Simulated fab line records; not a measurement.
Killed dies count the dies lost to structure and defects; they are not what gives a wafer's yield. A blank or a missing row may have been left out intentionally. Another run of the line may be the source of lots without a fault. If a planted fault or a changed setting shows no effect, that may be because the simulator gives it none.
Matching of chambers | flow n5-finfet | N5_BEOL_M9_ALD_74 on ald-metal-03 has 4 sister chambers
The step deposits TaN, target thk 2 nm, pulse time 2 s, purge time 3 s. 20 wafers are shown with their chamber, then 10 later ones without.

## WAFERS, EACH WITH ITS CHAMBER
wafer  | chamber | heater-power-w (W) | precursor-vessel-carrier-sccm (sccm)
L075.1 | 0       | 384                | 1001
L075.2 | 3       | 409                | 1000
L075.3 | 1       | 373                | 996
L079.2 | 1       | 368                | 1003
L079.4 | 2       | 421                | 999
L079.5 | 1       | 378                | 999
L080.1 | 2       | 431                | 1000
L080.3 | 1       | 381                | 999
L080.5 | 3       | 414                | 1001
L082.3 | 1       | 390                | 1000
L082.4 | 3       | 423                | 1004
L082.5 | 0       | 393                | 1000
L083.3 | 0       | 394                | 1000
L083.5 | 1       | 379                | 1000
L083.6 | 0       | 383                | 999
L085.3 | 0       | 386                | 997
L085.4 | 3       | 420                | 1000
L085.6 | 1       | 382                | 997
L088.1 | 1       | 379                | 1000
L088.2 | 0       | 383                | 1005

SIGNATURES, as means of the wafers listed above
reading                       | chamber 0 | chamber 1 | chamber 2 | chamber 3 | scatter within a chamber
heater-power-w                | 387.17    | 378.75    | 426.00    | 416.50    | 6.05
precursor-vessel-carrier-sccm | 1000.33   | 999.25    | 999.50    | 1001.25   | 2.21
Rule: for each reading, subtract the chamber's mean from the wafer's reading, divide by that reading's scatter and square the result; add these up over the readings and take the root, which gives the wafer's distance from the chamber. If the next closest chamber is less than 2 further off than the closest, the wafer can't be placed; otherwise it belongs to the closest. The scatter: the root of (the sum of the squares of (reading less its chamber's mean) over the shown wafers, divided by (wafers less chambers)).

## WAFERS WITH NO CHAMBER GIVEN
wafer  | heater-power-w (W) | precursor-vessel-carrier-sccm (sccm)
L088.4 | 438                | 994
L091.1 | 431                | 995
L091.4 | 379                | 1001
L091.5 | 387                | 1001
L090.3 | 425                | 1003
L090.5 | 429                | 1007
L090.6 | 405                | 999
L093.2 | 383                | 1000
L093.3 | 417                | 995
L093.4 | 380                | 999

## THE CHAMBER EACH PASSED THROUGH
wafer  | from the rows above          | in truth
L088.4 | can't be placed: 2 or 3      | 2
L091.1 | can't be placed: 2 or 3      | 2
L091.4 | can't be placed: 1 or 0      | 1
L091.5 | can't be placed: 0 or 1      | 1
L090.3 | can't be placed: 2 or 3      | 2
L090.5 | can't be placed: 3 or 2      | 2
L090.6 | can't be placed: 3 or 0 or 2 | 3
L093.2 | can't be placed: 0 or 1      | 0
L093.3 | can't be placed: 2 or 3      | 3
L093.4 | can't be placed: 1 or 0      | 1
Correctly placed: 0 of 10. Unplaceable from these rows: 10, with the true chamber sitting among the candidates in 10. Wrongly placed: 0.
